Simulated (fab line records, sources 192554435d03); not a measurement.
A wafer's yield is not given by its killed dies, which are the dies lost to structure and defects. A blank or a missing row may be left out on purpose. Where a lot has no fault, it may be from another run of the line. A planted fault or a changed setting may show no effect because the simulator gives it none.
fab line records	flow n5_finfet	part 1 of 2: steps 1 to 22 of 29
[record] lots = 5	wafers = 15	last_day = 17
route steps=1938 shown BEOL_M1@817 BEOL_M2@841
lots that met no fault: from a run of the same line without faults
start_h: hours from the record's first day to the start of the lot's first wafer shown	wait_h: hours since the lot's step before	" the same as in the row above	L1.1+2: one row covering several wafers at once	- either no value or no given start	* or withheld: withheld	< > ~ a bound
route shown NAME@n: a module of which the file shows steps, and the number in the route of the first	usual: mean/standard deviation taken from wafers without a fault	same: alike in all rows	chamber/n: place in a boat	sites: each site's reading	_std_site: the values' standard deviation	_edge_site: outer sites' mean less inner sites'	radius_mm: for every site, how far away it sits from the centre of the wafer	mask NAME#n: copy n	behind: tool/chamber where the wafer was last shaped	hold: the reason the lot was held/the length of the hold in hours/how it ended	device: the transistor (n, p or np) that didn't switch	end of line: at the end of the route, the tests of the same wafers	where a step has no rows: the recipe by itself	killed: the dies lost at the first sort to structure and to defects; this is not the yield of the wafer	map: dies across one wafer; x = killed, . = not, _ = none there
set.NAME: the setting that was run; set.NAME@STEP: the one run at that earlier step	model.NAME: the simulator's own value behind a step, which no gauge read
lots at some steps of the route; a table a step, a row a wafer
services: when a tool's chamber went out of use (start_h, in hours from the record's first day, below 0 if earlier), for how many hours, and the reason
[[steps]]
[step N5_BEOL_M1_ANNEAL_80]
[recipe] temp_c = 400	time_s = 240	ambient = vacuum
[usual] heater_power_w = 822/59	susceptor_temp_C_max = 401.0/0.48
lot.wafer	tool	chamber	start_h	wait_h	heater_power_w	susceptor_temp_C_max
L076.2	pvd_sputter-03	-	154.94	0.0	789	401.1
L076.3	"	-	"	"	858	401.2
L076.6	"	-	"	"	822	400.9
L081.1	pvd_sputter-03	-	188.67	0.0	791	400.6
L081.3	"	-	"	"	870	401.4
L081.6	"	-	"	"	854	402.6
L083.2	pvd_sputter-02	-	197.36	0.0	857	400.2
L083.4	"	-	"	"	856	400.7
L083.6	"	-	"	"	857	400.3
L094.1	pvd_sputter-01	-	254.04	0.0	795	401.0
L094.4	"	-	"	"	794	400.5
L094.6	"	-	"	"	789	401.2
L095.1	pvd_sputter-01	-	266.38	0.0	891	401.9
L095.3	"	-	"	"	799	401.2
L095.5	"	-	"	"	909	402.5
[step N5_BEOL_M1_SPUTTER_81]
[recipe] material = Cu	target_thk_a = 45	temp_c = -20	chamber_pressure_pa = 0.07	power_w = withheld	time_s = 8.29
[usual] chamber_pressure_pa = 0.06999/0.00014	throttle_valve_pct = 29.6/1
lot.wafer	tool	chamber	start_h	wait_h	chamber_pressure_pa	throttle_valve_pct
L076.2	pvd_sputter-03	-	155.08	0.1	0.0698	29.1
L076.3	"	-	"	"	0.06999	27.9
L076.6	"	-	"	"	0.06986	28.8
L081.1	pvd_sputter-03	-	188.81	0.1	0.06991	29.2
L081.3	"	-	"	"	0.0701	31.1
L081.6	"	-	"	"	0.07001	31.3
L083.2	pvd_sputter-02	-	197.50	0.1	0.0702	28.4
L083.4	"	-	"	"	0.06994	29.7
L083.6	"	-	"	"	0.07006	30.0
L094.1	pvd_sputter-01	-	254.18	0.1	0.07016	28.7
L094.4	"	-	"	"	0.06981	30.7
L094.6	"	-	"	"	0.06997	28.5
L095.1	pvd_sputter-01	-	266.52	0.1	0.06996	31.0
L095.3	"	-	"	"	0.06964	28.4
L095.5	"	-	"	"	0.07002	30.9
[step N5_BEOL_M1_ANNEAL_82]
[recipe] temp_c = 400	time_s = 240	ambient = vacuum
[usual] heater_power_w = 821/57	susceptor_temp_C_max = 401.0/0.47
lot.wafer	tool	chamber	start_h	wait_h	heater_power_w	susceptor_temp_C_max
L076.2	pvd_sputter-03	-	155.16	0.0	787	400.6
L076.3	"	-	"	"	850	401.1
L076.6	"	-	"	"	798	400.5
L081.1	pvd_sputter-03	-	188.89	0.0	803	400.6
L081.3	"	-	"	"	868	401.5
L081.6	"	-	"	"	845	401.5
L083.2	pvd_sputter-02	-	197.58	0.0	853	400.9
L083.4	"	-	"	"	876	400.3
L083.6	"	-	"	"	872	400.3
L094.1	pvd_sputter-01	-	254.26	0.0	787	400.6
L094.4	"	-	"	"	787	401.3
L094.6	"	-	"	"	834	401.0
L095.1	pvd_sputter-01	-	266.60	0.0	861	401.2
L095.3	"	-	"	"	785	400.8
L095.5	"	-	"	"	869	401.2
[step N5_BEOL_M1_SPUTTER_86]
[recipe] material = Cu	target_thk_a = 45	temp_c = -20	chamber_pressure_pa = 0.07	power_w = withheld	time_s = 8.29
[usual] chamber_pressure_pa = 0.07001/0.00019	throttle_valve_pct = 29.7/1
lot.wafer	tool	chamber	start_h	wait_h	chamber_pressure_pa	throttle_valve_pct
L076.2	pvd_sputter-03	-	155.30	0.1	0.06962	29.0
L076.3	"	-	"	"	0.06976	27.7
L076.6	"	-	"	"	0.06979	29.3
L081.1	pvd_sputter-03	-	189.03	0.1	0.07	29.3
L081.3	"	-	"	"	0.06995	31.1
L081.6	"	-	"	"	0.06972	31.2
L083.2	pvd_sputter-02	-	197.72	0.1	0.06995	28.3
L083.4	"	-	"	"	0.07021	29.9
L083.6	"	-	"	"	0.07006	29.7
L094.1	pvd_sputter-01	-	254.40	0.1	0.06988	28.6
L094.4	"	-	"	"	0.0701	30.9
L094.6	"	-	"	"	0.06974	28.6
L095.1	pvd_sputter-01	-	266.74	0.1	0.07009	31.1
L095.3	"	-	"	"	0.06999	28.8
L095.5	"	-	"	"	0.07022	31.3
[step N5_BEOL_M1_ANNEAL_87]
[recipe] temp_c = 400	time_s = 240	ambient = vacuum
[usual] heater_power_w = 821/57	susceptor_temp_C_max = 401.0/0.44
lot.wafer	tool	chamber	start_h	wait_h	heater_power_w	susceptor_temp_C_max
L076.2	pvd_sputter-03	-	155.38	0.0	783	400.8
L076.3	"	-	"	"	852	401.1
L076.6	"	-	"	"	787	401.1
L081.1	pvd_sputter-03	-	189.11	0.0	787	400.7
L081.3	"	-	"	"	869	401.8
L081.6	"	-	"	"	855	401.8
L083.2	pvd_sputter-02	-	197.80	0.0	873	400.6
L083.4	"	-	"	"	855	400.7
L083.6	"	-	"	"	863	400.4
L094.1	pvd_sputter-01	-	254.48	0.0	806	400.5
L094.4	"	-	"	"	794	401.2
L094.6	"	-	"	"	807	401.1
L095.1	pvd_sputter-01	-	266.82	0.0	878	401.1
L095.3	"	-	"	"	797	400.7
L095.5	"	-	"	"	879	401.0
[step N5_BEOL_M1_SPUTTER_88]
[recipe] material = Cu	target_thk_a = 45	temp_c = -20	chamber_pressure_pa = 0.07	power_w = withheld	time_s = 8.29
[usual] chamber_pressure_pa = 0.06997/0.00014	throttle_valve_pct = 29.7/1
lot.wafer	tool	chamber	start_h	wait_h	chamber_pressure_pa	throttle_valve_pct
L076.2	pvd_sputter-03	-	155.52	0.1	0.07024	29.1
L076.3	"	-	"	"	0.06983	27.9
L076.6	"	-	"	"	0.06998	29.0
L081.1	pvd_sputter-03	-	189.25	0.1	0.06978	29.0
L081.3	"	-	"	"	0.06997	31.3
L081.6	"	-	"	"	0.06998	30.8
L083.2	pvd_sputter-02	-	197.94	0.1	0.07016	28.3
L083.4	"	-	"	"	0.06995	30.0
L083.6	"	-	"	"	0.07007	29.9
L094.1	pvd_sputter-01	-	254.62	0.1	0.06978	28.8
L094.4	"	-	"	"	0.07014	30.6
L094.6	"	-	"	"	0.06987	28.4
L095.1	pvd_sputter-01	-	266.96	0.1	0.06999	30.9
L095.3	"	-	"	"	0.06983	28.7
L095.5	"	-	"	"	0.06995	30.7
[step N5_BEOL_M1_ANNEAL_89]
[recipe] temp_c = 400	time_s = 240	ambient = vacuum
[usual] heater_power_w = 822/58	susceptor_temp_C_max = 401.0/0.41
lot.wafer	tool	chamber	start_h	wait_h	heater_power_w	susceptor_temp_C_max
L076.2	pvd_sputter-03	-	155.60	0.0	798	400.8
L076.3	"	-	"	"	863	401.2
L076.6	"	-	"	"	817	400.6
L081.1	pvd_sputter-03	-	189.33	0.0	784	400.6
L081.3	"	-	"	"	876	401.3
L081.6	"	-	"	"	862	402.2
L083.2	pvd_sputter-02	-	198.02	0.0	867	400.9
L083.4	"	-	"	"	862	400.3
L083.6	"	-	"	"	855	400.8
L094.1	pvd_sputter-01	-	254.70	0.0	812	400.7
L094.4	"	-	"	"	788	401.1
L094.6	"	-	"	"	799	400.9
L095.1	pvd_sputter-01	-	267.04	0.0	882	401.4
L095.3	"	-	"	"	792	400.7
L095.5	"	-	"	"	879	401.7
[step N5_BEOL_M1_SPUTTER_90]
[recipe] material = Cu	target_thk_a = 45	temp_c = -20	chamber_pressure_pa = 0.07	power_w = withheld	time_s = 8.29
[usual] chamber_pressure_pa = 0.07002/0.00016	throttle_valve_pct = 29.7/1
lot.wafer	tool	chamber	start_h	wait_h	chamber_pressure_pa	throttle_valve_pct
L076.2	pvd_sputter-03	-	155.74	0.1	0.07013	28.9
L076.3	"	-	"	"	0.06991	28.3
L076.6	"	-	"	"	0.06994	29.1
L081.1	pvd_sputter-03	-	189.47	0.1	0.0698	29.2
L081.3	"	-	"	"	0.07016	31.3
L081.6	"	-	"	"	0.06997	31.5
L083.2	pvd_sputter-02	-	198.16	0.1	0.06995	28.3
L083.4	"	-	"	"	0.07004	30.3
L083.6	"	-	"	"	0.06987	29.9
L094.1	pvd_sputter-01	-	254.84	0.1	0.06992	28.7
L094.4	"	-	"	"	0.06966	30.9
L094.6	"	-	"	"	0.07	28.7
L095.1	pvd_sputter-01	-	267.18	0.1	0.07006	30.8
L095.3	"	-	"	"	0.07029	28.7
L095.5	"	-	"	"	0.06998	31.0
[step N5_BEOL_M1_ANNEAL_91]
[recipe] temp_c = 400	time_s = 240	ambient = vacuum
[usual] heater_power_w = 820/60	susceptor_temp_C_max = 401.0/0.46
lot.wafer	tool	chamber	start_h	wait_h	heater_power_w	susceptor_temp_C_max
L076.2	pvd_sputter-03	-	155.82	0.0	804	400.6
L076.3	"	-	"	"	878	400.9
L076.6	"	-	"	"	812	400.6
L081.1	pvd_sputter-03	-	189.55	0.0	785	400.8
L081.3	"	-	"	"	873	402.1
L081.6	"	-	"	"	867	401.6
L083.2	pvd_sputter-02	-	198.24	0.0	877	400.6
L083.4	"	-	"	"	860	400.6
L083.6	"	-	"	"	865	400.5
L094.1	pvd_sputter-01	-	254.92	0.0	799	401.1
L094.4	"	-	"	"	781	401.2
L094.6	"	-	"	"	807	401.3
L095.1	pvd_sputter-01	-	267.26	0.0	878	401.4
L095.3	"	-	"	"	796	400.9
L095.5	"	-	"	"	892	401.8
[step N5_BEOL_M1_SPUTTER_92]
[recipe] material = Cu	target_thk_a = 45	temp_c = -20	chamber_pressure_pa = 0.07	power_w = withheld	time_s = 8.29
[usual] chamber_pressure_pa = 0.06999/0.00014	throttle_valve_pct = 29.7/1
lot.wafer	tool	chamber	start_h	wait_h	chamber_pressure_pa	throttle_valve_pct
L076.2	pvd_sputter-03	-	155.96	0.1	0.06969	29.0
L076.3	"	-	"	"	0.06982	28.1
L076.6	"	-	"	"	0.06993	29.3
L081.1	pvd_sputter-03	-	189.69	0.1	0.07003	28.9
L081.3	"	-	"	"	0.06996	31.0
L081.6	"	-	"	"	0.06982	31.2
L083.2	pvd_sputter-02	-	198.38	0.1	0.07019	28.2
L083.4	"	-	"	"	0.06997	30.1
L083.6	"	-	"	"	0.07013	30.1
L094.1	pvd_sputter-01	-	255.06	0.1	0.0701	28.8
L094.4	"	-	"	"	0.07004	30.7
L094.6	"	-	"	"	0.06999	28.9
L095.1	pvd_sputter-01	-	267.40	0.1	0.07009	31.1
L095.3	"	-	"	"	0.07009	28.8
L095.5	"	-	"	"	0.06995	30.7
[step N5_BEOL_M1_ANNEAL_93]
[recipe] temp_c = 400	time_s = 240	ambient = vacuum
[usual] heater_power_w = 821/58	susceptor_temp_C_max = 400.9/0.4
lot.wafer	tool	chamber	start_h	wait_h	heater_power_w	susceptor_temp_C_max
L076.2	pvd_sputter-03	-	156.04	0.0	791	401.1
L076.3	"	-	"	"	847	400.9
L076.6	"	-	"	"	806	400.8
L081.1	pvd_sputter-03	-	189.77	0.0	801	401.1
L081.3	"	-	"	"	871	401.6
L081.6	"	-	"	"	873	401.0
L083.2	pvd_sputter-02	-	198.46	0.0	853	400.7
L083.4	"	-	"	"	888	400.4
L083.6	"	-	"	"	849	400.5
L094.1	pvd_sputter-01	-	255.14	0.0	804	400.7
L094.4	"	-	"	"	785	400.9
L094.6	"	-	"	"	803	400.8
L095.1	pvd_sputter-01	-	267.48	0.0	861	401.5
L095.3	"	-	"	"	789	401.1
L095.5	"	-	"	"	864	401.6
[step N5_BEOL_M1_SPUTTER_94]
[recipe] material = Cu	target_thk_a = 45	temp_c = -20	chamber_pressure_pa = 0.07	power_w = withheld	time_s = 8.29
[usual] chamber_pressure_pa = 0.06998/0.00014	throttle_valve_pct = 29.7/1
lot.wafer	tool	chamber	start_h	wait_h	chamber_pressure_pa	throttle_valve_pct
L076.2	pvd_sputter-03	-	156.18	0.1	0.07033	29.3
L076.3	"	-	"	"	0.07004	27.8
L076.6	"	-	"	"	0.07017	29.4
L081.1	pvd_sputter-03	-	189.91	0.1	0.06995	29.0
L081.3	"	-	"	"	0.07001	31.3
L081.6	"	-	"	"	0.06997	30.9
L083.2	pvd_sputter-02	-	198.60	0.1	0.07019	28.3
L083.4	"	-	"	"	0.06996	29.9
L083.6	"	-	"	"	0.07005	30.1
L094.1	pvd_sputter-01	-	255.28	0.1	0.07003	28.7
L094.4	"	-	"	"	0.07004	31.0
L094.6	"	-	"	"	0.07004	28.7
L095.1	pvd_sputter-01	-	267.62	0.1	0.07021	31.1
L095.3	"	-	"	"	0.06997	28.7
L095.5	"	-	"	"	0.0699	31.0
[step N5_BEOL_M1_ANNEAL_95]
[recipe] temp_c = 400	time_s = 240	ambient = vacuum
[usual] heater_power_w = 824/59	susceptor_temp_C_max = 401.0/0.4
lot.wafer	tool	chamber	start_h	wait_h	heater_power_w	susceptor_temp_C_max
L076.2	pvd_sputter-03	-	156.26	0.0	810	401.0
L076.3	"	-	"	"	885	400.8
L076.6	"	-	"	"	787	400.9
L081.1	pvd_sputter-03	-	189.99	0.0	793	400.7
L081.3	"	-	"	"	862	401.9
L081.6	"	-	"	"	890	401.5
L083.2	pvd_sputter-02	-	198.68	0.0	871	400.5
L083.4	"	-	"	"	860	400.8
L083.6	"	-	"	"	881	400.3
L094.1	pvd_sputter-01	-	255.36	0.0	804	401.2
L094.4	"	-	"	"	792	401.3
L094.6	"	-	"	"	796	401.1
L095.1	pvd_sputter-01	-	267.70	0.0	871	401.9
L095.3	"	-	"	"	803	401.0
L095.5	"	-	"	"	865	401.3
[step N5_BEOL_M1_SPUTTER_96]
[recipe] material = Cu	target_thk_a = 45	temp_c = -20	chamber_pressure_pa = 0.07	power_w = withheld	time_s = 8.29
[usual] chamber_pressure_pa = 0.06999/0.00015	throttle_valve_pct = 29.7/1
lot.wafer	tool	chamber	start_h	wait_h	chamber_pressure_pa	throttle_valve_pct
L076.2	pvd_sputter-03	-	156.40	0.1	0.07017	29.1
L076.3	"	-	"	"	0.07009	28.0
L076.6	"	-	"	"	0.0701	29.1
L081.1	pvd_sputter-03	-	190.13	0.1	0.06994	29.3
L081.3	"	-	"	"	0.06987	31.2
L081.6	"	-	"	"	0.07018	31.4
L083.2	pvd_sputter-02	-	198.82	0.1	0.0702	28.3
L083.4	"	-	"	"	0.06973	29.9
L083.6	"	-	"	"	0.06994	30.1
L094.1	pvd_sputter-01	-	255.50	0.1	0.07013	28.5
L094.4	"	-	"	"	0.0701	30.6
L094.6	"	-	"	"	0.07006	28.7
L095.1	pvd_sputter-01	-	267.84	0.1	0.07017	30.8
L095.3	"	-	"	"	0.06988	28.9
L095.5	"	-	"	"	0.06988	30.9
[step N5_BEOL_M1_ECD_50]
[recipe] material = Cu	target_thk_a = 3000
lot.wafer	tool	chamber	start_h	wait_h
L076.2+3+6	ecd_cu-02	0,1,1	156.51	0.1
L081.1+3+6	ecd_cu-01	0	190.25	0.1
L083.2+4+6	ecd_cu-02	1	198.94	0.1
L094.1+4+6	ecd_cu-02	0,1,0	255.61	0.1
L095.1+3+5	ecd_cu-02	1,1,0	267.96	0.1
[step N5_BEOL_M1_ANNEAL_51]
[recipe] temp_c = 225	time_s = 90	ambient = N2
[usual] wafer_temp_C_max = 226.0/0.34
lot.wafer	tool	chamber	start_h	wait_h	wafer_temp_C_max
L076.2	rtp_anneal-02	0	156.64	0.1	225.8
L076.3	"	0	"	"	225.8
L076.6	"	0	"	"	226.1
L081.1	rtp_anneal-02	0	190.32	0.1	225.8
L081.3	"	0	"	"	226.1
L081.6	"	0	"	"	225.8
L083.2	rtp_anneal-01	0	199.06	0.1	226.4
L083.4	"	0	"	"	226.8
L083.6	"	0	"	"	226.9
L094.1	rtp_anneal-02	0	256.05	0.4	225.9
L094.4	"	0	"	"	225.9
L094.6	"	0	"	"	225.8
L095.1	rtp_anneal-01	0	268.04	0.1	226.3
L095.3	"	0	"	"	226.2
L095.5	"	0	"	"	226.3
[step N5_BEOL_M1_CMP_52]
[recipe] stop_on = SiOC	t_overpolish_s = 6.8	down_force_psi = 1	platen_rpm = 50	clearing_platen_down_force_psi = 1.5	clearing_platen_rpm = 50	post_cmp_clean = cu_alkaline	target_thk_nm = 40	clearing_platen_pad_velocity_m_s = 0.99484	pad_velocity_m_s = 0.99484
[usual] barrier_field_endpoint_s = 24.7/0.58	motor_current_A = 6.0/0.71	overpolish_run_s = 6.799/0.0082	slurry_filter_dp_kPa = 13.51/0.15	slurry_flow_ml_min = 150.0/0.48	time_to_endpoint_s = 62.4/2.8
lot.wafer	tool	chamber	start_h	wait_h	barrier_field_endpoint_s	motor_current_A	overpolish_run_s	slurry_filter_dp_kPa	slurry_flow_ml_min	time_to_endpoint_s
L076.3	cmp-03	1	156.89	0.2	24.3	5.4	6.800	13.53	150.4	62.0
L076.2	"	0	"	"	24.9	6.6	6.793	13.48	149.9	65.9
L076.6	"	1	"	"	24.8	5.4	6.806	13.65	149.4	61.3
L081.3	cmp-04	1	190.62	0.2	24.4	7.0	6.802	13.51	150.3	64.0
L081.1	"	0	"	"	24.5	5.7	6.799	13.06	149.9	61.9
L081.6	"	2	"	"	24.4	5.4	6.797	13.19	150.5	61.2
L083.2	cmp-03	1	199.32	0.2	24.1	5.1	6.802	13.59	151.2	58.3
L083.4	"	2	"	"	24.2	5.4	6.798	13.37	150.6	56.4
L083.6	"	2	"	"	24.9	5.2	6.795	13.42	150.6	59.0
L094.4	cmp-02	0	256.40	0.2	24.6	5.5	6.812	13.42	150.0	60.5
L094.1	"	2	"	"	25.4	5.6	6.793	13.44	150.3	65.9
L094.6	"	0	"	"	24.9	5.8	6.791	13.45	150.3	62.2
L095.1	cmp-04	0	268.37	0.3	25.7	5.3	6.796	13.57	150.9	67.4
L095.3	"	2	"	"	25.0	5.4	6.817	13.38	149.7	63.9
L095.5	"	3	"	"	25.2	6.1	6.796	13.56	149.3	66.9
[step N5_BEOL_M1_THK_MEAS_53]
[recipe] thk_meas_gauge = xrf	reads = Cu_of_BEOL_M1_ECD_50
[usual] M1_THK = 40.9/1.5
lot.wafer	tool	chamber	start_h	wait_h	M1_THK[nm]
L076.2	film_metro-02	-	157.18	-	41.7
L076.3	"	-	"	"	40.5
L076.6	"	-	"	"	40.6
L081.1	film_metro-01	-	190.92	-	37.9
L081.3	"	-	"	"	40.1
L081.6	"	-	"	"	38.9
L083.2	film_metro-01	-	199.62	-	38.8
L083.4	"	-	"	"	39.8
L083.6	"	-	"	"	40.2
L094.1	film_metro-02	-	256.66	-	39.1
L094.4	"	-	"	"	39.3
L094.6	"	-	"	"	39.0
L095.1	film_metro-01	-	268.63	-	38.9
L095.3	"	-	"	"	40.2
L095.5	"	-	"	"	40.7
[step N5_BEOL_M1_PRE_CLEAN_60]
[recipe] gas = NH3/H2	time_s = 15	temp_c = *	rf_power_w = 300
[usual] heater_power_outer_w = 10/10	heater_power_w = 68/17
lot.wafer	tool	chamber	start_h	wait_h	heater_power_outer_w	heater_power_w
L076.2	cvd_co-02	0	157.22	0.0	28	95
L076.3	"	2	"	"	25	79
L076.6	"	1	"	"	1	53
L081.1	cvd_co-01	0	190.95	0.0	6	67
L081.3	"	2	"	"	0	45
L081.6	"	2	"	"	0	46
L083.2	cvd_co-02	1	199.65	0.0	1	51
L083.4	"	1	"	"	1	54
L083.6	"	0	"	"	28	95
L094.1	cvd_co-01	2	256.70	0.0	0	46
L094.4	"	1	"	"	9	77
L094.6	"	0	"	"	7	69
L095.1	cvd_co-01	1	268.67	0.0	9	76
L095.3	"	2	"	"	0	46
L095.5	"	1	"	"	9	77
[step N5_BEOL_M1_CO_CAP_55]
[recipe] material = Co	target_thk_a = 20	temp_c = 200	precursor = CCTBA/H2	pressure_torr = 30	time_s = 102.1
[usual] chamber_pressure_Torr = 30.00/0.069	heater_power_outer_w = 110/14	heater_power_w = 215/21
lot.wafer	tool	chamber	start_h	wait_h	chamber_pressure_Torr	heater_power_outer_w	heater_power_w
L076.2	cvd_co-02	0	157.26	0.0	30.00	132	250
L076.3	"	2	"	"	30.04	128	234
L076.6	"	1	"	"	29.98	96	192
L081.1	cvd_co-01	0	190.99	0.0	29.91	105	212
L081.3	"	2	"	"	30.01	94	182
L081.6	"	2	"	"	29.96	97	186
L083.2	cvd_co-02	1	199.69	0.0	30.10	98	198
L083.4	"	1	"	"	30.06	98	195
L083.6	"	0	"	"	30.10	136	251
L094.1	cvd_co-01	2	256.74	0.0	29.94	96	187
L094.4	"	1	"	"	30.04	113	220
L094.6	"	0	"	"	29.94	106	216
L095.1	cvd_co-01	1	268.71	0.0	29.86	107	221
L095.3	"	2	"	"	29.92	96	191
L095.5	"	1	"	"	29.93	110	226
[step N5_BEOL_M1_PRE_CLEAN_56]
[recipe] gas = NH3	time_s = 15	temp_c = withheld	rf_power_w = 300
lot.wafer	tool	chamber	start_h	wait_h
L076.2+3+6	pecvd-03	2,1,2	157.37	0.1
L081.1+3+6	pecvd-03	2,0,2	191.08	0.1
L083.2+4+6	pecvd-02	1,1,0	199.78	0.1
L094.1+4+6	pecvd-01	2,0,1	256.83	0.1
L095.1+3+5	pecvd-03	1,2,1	268.80	0.1
[step N5_BEOL_M1_DEP_57]
[recipe] material = SiCN	target_thk_a = 80	temp_c = withheld	precursor = 3MS/NH3	pressure_torr = 3	rf_w = 202	time_s = 14
[usual] chamber_pressure_Torr = 3.000/0.0063	showerhead_plenum_p_Torr = 3.662/0.012	showerhead_vpp_V = 880/41	throttle_valve_pct = 8.9/0.33
lot.wafer	tool	chamber	start_h	wait_h	chamber_pressure_Torr	showerhead_plenum_p_Torr	showerhead_vpp_V	throttle_valve_pct
L076.2	pecvd-03	2	157.39	0.0	3.007	3.650	802	8.9
L076.3	"	1	"	"	2.985	3.655	905	8.6
L076.6	"	2	"	"	3.002	3.649	798	8.5
L081.1	pecvd-03	2	191.11	0.0	2.993	3.639	793	8.3
L081.3	"	0	"	"	2.998	3.667	922	9.1
L081.6	"	2	"	"	3.002	3.643	796	8.8
L083.2	pecvd-02	1	199.81	0.0	2.999	3.677	904	9.4
L083.4	"	1	"	"	3.003	3.679	916	9.3
L083.6	"	0	"	"	3.011	3.634	892	9.3
L094.1	pecvd-01	2	256.85	0.0	2.996	3.674	879	9.2
L094.4	"	0	"	"	3.000	3.671	907	9.0
L094.6	"	1	"	"	3.002	3.661	907	8.9
L095.1	pecvd-03	1	268.82	0.0	2.992	3.657	912	8.9
L095.3	"	2	"	"	3.006	3.653	791	8.7
L095.5	"	1	"	"	3.005	3.654	906	8.7
